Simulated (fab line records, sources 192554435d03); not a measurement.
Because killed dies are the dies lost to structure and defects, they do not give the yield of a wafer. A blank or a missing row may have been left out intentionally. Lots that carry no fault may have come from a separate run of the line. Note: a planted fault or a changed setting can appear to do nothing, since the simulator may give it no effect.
Matching of chambers | flow n5 finfet | 4 sister chambers for N5_BEOL_M0_STRIP_140 on rie diel-05
The step strips in CF4. 14 wafers are shown with their chamber, then 7 later ones without.

== WAFERS WITH THEIR CHAMBER ==
wafer  | chamber | throttle valve pct (%) | oes product au (a.u.) | drypump motor current A (A)
L075.2 | 0       | 13.28                  | 0.79                  | 5.54
L075.3 | 2       | 13.55                  | 0.84                  | 6.14
L075.5 | 3       | 13.90                  | 0.69                  | 5.93
L076.1 | 0       | 13.27                  | 0.80                  | 5.57
L076.4 | 0       | 13.25                  | 0.79                  | 5.60
L076.5 | 3       | 13.90                  | 0.69                  | 5.85
L082.4 | 2       | 13.60                  | 0.84                  | 6.16
L082.5 | 1       | 13.04                  | 0.92                  | 5.80
L082.6 | 2       | 13.59                  | 0.83                  | 6.17
L083.2 | 1       | 13.06                  | 0.92                  | 5.82
L083.3 | 2       | 13.58                  | 0.84                  | 6.12
L083.5 | 3       | 13.95                  | 0.68                  | 5.92
L084.1 | 0       | 13.32                  | 0.77                  | 5.55
L084.4 | 0       | 13.33                  | 0.76                  | 5.59

SIGNATURES (means of the wafers above)
reading                 | chamber 0 | chamber 1 | chamber 2 | chamber 3 | scatter within a chamber
throttle valve pct      | 13.2900   | 13.0500   | 13.5800   | 13.9167   | 0.028
oes product au          | 0.7820    | 0.9200    | 0.8375    | 0.6867    | 0.0111
drypump motor current A | 5.5700    | 5.8100    | 6.1475    | 5.9000    | 0.0284
Rule: for a wafer and a chamber, the distance is found by dividing, reading by reading, the gap between the wafer's reading and the chamber's mean by the reading's scatter, squaring, summing and taking the root. The wafer belongs to the nearest chamber; if the next one is less than 2 further off, it can't be placed. How the scatter is found: for the shown wafers, subtract from each reading the mean of its chamber, square and add these, divide the total by (wafers less chambers), then take the root.

== WAFERS MISSING THEIR CHAMBER ==
wafer  | throttle valve pct (%) | oes product au (a.u.) | drypump motor current A (A)
L084.6 | 13.06                  | 0.92                  | 5.81
L093.1 | 13.63                  | 0.80                  | 6.16
L093.2 | 13.36                  | 0.76                  | 5.56
L093.4 | 13.10                  | 0.87                  | 5.81
L094.1 | 13.38                  | 0.75                  | 5.57
L094.2 | 13.66                  | 0.80                  | 6.15
L094.3 | 13.42                  | 0.92                  | 5.91

== WHICH CHAMBER EACH ONE RAN IN ==
wafer  | from the rows above     | in truth
L084.6 | 1                       | 1
L093.1 | 2                       | 2
L093.2 | 0                       | 0
L093.4 | 1                       | 1
L094.1 | 0                       | 0
L094.2 | 2                       | 2
L094.3 | can't be placed: 2 or 1 | 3
6 of 7 placed correctly. Not placeable from these rows: 1 (in 0, the candidates include the true chamber). 0 placed wrongly.
